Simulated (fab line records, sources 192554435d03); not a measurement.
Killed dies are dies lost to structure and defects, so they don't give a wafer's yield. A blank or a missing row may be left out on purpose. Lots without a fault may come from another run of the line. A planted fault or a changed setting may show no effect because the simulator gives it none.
Split-lot experiment | flow n5_finfet | 7 lots, 39 wafers read, on a route of 1938 steps

THE SPLIT
At N5_FIN_SAQP_PECVD_06 (deposits a-Si from SiH4/He, target thk 60 nm, time 48.1 s), the setting time_s was moved away from the recipe's 48.1 s on 12 of the 39 wafers read, by -45.0% to +22.2%. The other wafers ran this setting at the recipe's value.

FROM THE SPLIT TO THE READING: what the file shows between them, 5 steps
- N5_FIN_SAQP_THK_MEAS_07
- N5_FIN_SAQP_HM_DEP_72: deposits SiO2 from SiH4/N2O, target thk 12 nm, time 7.2 s
- N5_FIN_SAQP_COAT_49: time 60 s, resist thk 100 nm
- N5_FIN_SAQP_HM_OPEN_73: chemistry CHF3/O2, target SiO2, stops on a-Si, target depth 12 nm, time 16.8 s
- N5_FIN_SAQP_STRIP_74: strips in CHF3/O2

THE READING
oes_product_au, in a.u., at N5_FIN_SAQP_MANDREL_ETCH_22 (etches a-Si in HBr/Cl2, stops on SiNx, target depth 60 nm, bt time 10 s, time 30 s). Fault-free wafers of this fab line usually give 0.775 a.u., standard deviation 0.01 a.u..

wafer  | tool, chamber at the split | time_s as run, s | against the recipe | oes_product_au, a.u. | against lot-mates on the recipe
L074.1 | pecvd-01, 1                | 48.1             | recipe             | 0.772                | -
L074.2 | pecvd-01, 0                | 48.1             | recipe             | 0.776                | -
L074.3 | pecvd-01, 2                | 48.1             | recipe             | 0.777                | -
L074.4 | pecvd-01, 1                | 48.1             | recipe             | 0.777                | -
L074.5 | pecvd-01, 2                | 48.1             | recipe             | 0.773                | -
L074.6 | pecvd-01, 0                | 48.1             | recipe             | 0.770                | -
L075.1 | pecvd-04, 1                | 26.44            | -45.0%             | 0.565                | -0.207
L075.2 | pecvd-04, 0                | 48.1             | recipe             | 0.763                | -
L075.3 | pecvd-04, 0                | 48.1             | recipe             | 0.773                | -
L075.4 | pecvd-04, 1                | 48.1             | recipe             | 0.779                | -
L075.5 | pecvd-04, 1                | 26.44            | -45.0%             | 0.558                | -0.214
L075.6 | pecvd-04, 0                | 26.44            | -45.0%             | 0.576                | -0.196
L083.1 | pecvd-04, 1                | 40.32            | -16.2%             | 0.704                | -0.073
L083.2 | pecvd-04, 2                | 40.32            | -16.2%             | 0.712                | -0.065
L083.3 | pecvd-04, 2                | 48.1             | recipe             | 0.776                | -
L083.4 | pecvd-04, 1                | 48.1             | recipe             | 0.783                | -
L083.5 | pecvd-04, 1                | 40.32            | -16.2%             | 0.695                | -0.082
L083.6 | pecvd-04, 2                | 48.1             | recipe             | 0.773                | -
L086.1 | pecvd-02, 0                | 48.1             | recipe             | 0.778                | -
L086.2 | pecvd-02, 1                | 58.8             | +22.2%             | 0.877                | +0.097
L086.3 | pecvd-02, 2                | 58.8             | +22.2%             | 0.874                | +0.094
L086.4 | pecvd-02, 0                | 58.8             | +22.2%             | 0.899                | +0.119
L086.5 | pecvd-02, 1                | 48.1             | recipe             | 0.774                | -
L086.6 | pecvd-02, 2                | 48.1             | recipe             | 0.787                | -
L092.1 | pecvd-01, 0                | 48.1             | recipe             | 0.772                | -
L092.2 | pecvd-01, 2                | 48.1             | recipe             | 0.770                | -
L092.3 | pecvd-01, 1                | 28.55            | -40.6%             | 0.585                | -0.183
L092.4 | pecvd-01, 2                | 28.55            | -40.6%             | 0.585                | -0.183
L092.5 | pecvd-01, 0                | 48.1             | recipe             | 0.762                | -
L092.6 | pecvd-01, 1                | 28.55            | -40.6%             | 0.580                | -0.188
L094.1 | pecvd-02, 0                | 48.1             | recipe             | 0.778                | -
L094.2 | pecvd-02, 2                | 48.1             | recipe             | 0.775                | -
L094.4 | pecvd-02, 1                | 48.1             | recipe             | 0.777                | -
L096.1 | pecvd-02, 0                | 48.1             | recipe             | 0.749                | -
L096.2 | pecvd-02, 1                | 48.1             | recipe             | 0.774                | -
L096.3 | pecvd-02, 2                | 48.1             | recipe             | 0.765                | -
L096.4 | pecvd-02, 2                | 48.1             | recipe             | 0.795                | -
L096.5 | pecvd-02, 1                | 48.1             | recipe             | 0.772                | -
L096.6 | pecvd-02, 0                | 48.1             | recipe             | 0.801                | -

THE FIT
A straight line over all 39 wafers: oes_product_au changes by +0.00469 a.u. for each +1% of time_s; r = +0.99; the points scatter about the line by 0.0095 a.u..
The same after taking each lot's own level away (the mean of its wafers on the recipe; 39 wafers): +0.00457 a.u. for each +1%; r = +0.99; scatter 0.0089 a.u..
On that fit, the largest move of time_s shifts the reading by 0.21 a.u..
The lots' own levels span 0.7680 to 0.7797 a.u., that is 1.2 times the standard deviation above.
So the lot-to-lot level changes the slope little: the two slopes agree.
Check: with one of the wafers moved furthest among these (-45.0%) left out of the fit, the line predicts -0.205 a.u. for it against its lot-mates. It came out at -0.207 a.u. against them.

THE WHOLE CHAIN: every reading that the file lists as answering this split, in the file's order
step                        | what it does                                                                       | reading                                                                           | change (the file's fit)                   | r (the file's)
N5_FIN_SAQP_PECVD_06        | deposits a-Si from SiH4/He, target thk 60 nm, time 48.1 s                          | a-Si_of_FIN_SAQP_PECVD_06.thk_nm (the simulator's own value, which no gauge read) | +0.599 nm for each +1% of the setting     | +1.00
N5_FIN_SAQP_THK_MEAS_07     |                                                                                    | thk_nm                                                                            | withheld for each +1% of the setting      | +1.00
N5_FIN_SAQP_MANDREL_ETCH_22 | etches a-Si in HBr/Cl2, stops on SiNx, target depth 60 nm, bt time 10 s, time 30 s | oes_product_au                                                                    | +0.00457 a.u. for each +1% of the setting | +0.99
N5_FIN_SAQP_MANDREL_ETCH_22 | etches a-Si in HBr/Cl2, stops on SiNx, target depth 60 nm, bt time 10 s, time 30 s | etch.depth_nm (the simulator's own value, which no gauge read)                    | +0.599 nm for each +1% of the setting     | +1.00

THE FILE'S OWN FIT
oes_product_au changes by +0.00457 a.u. for each +1% of time_s, r = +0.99.
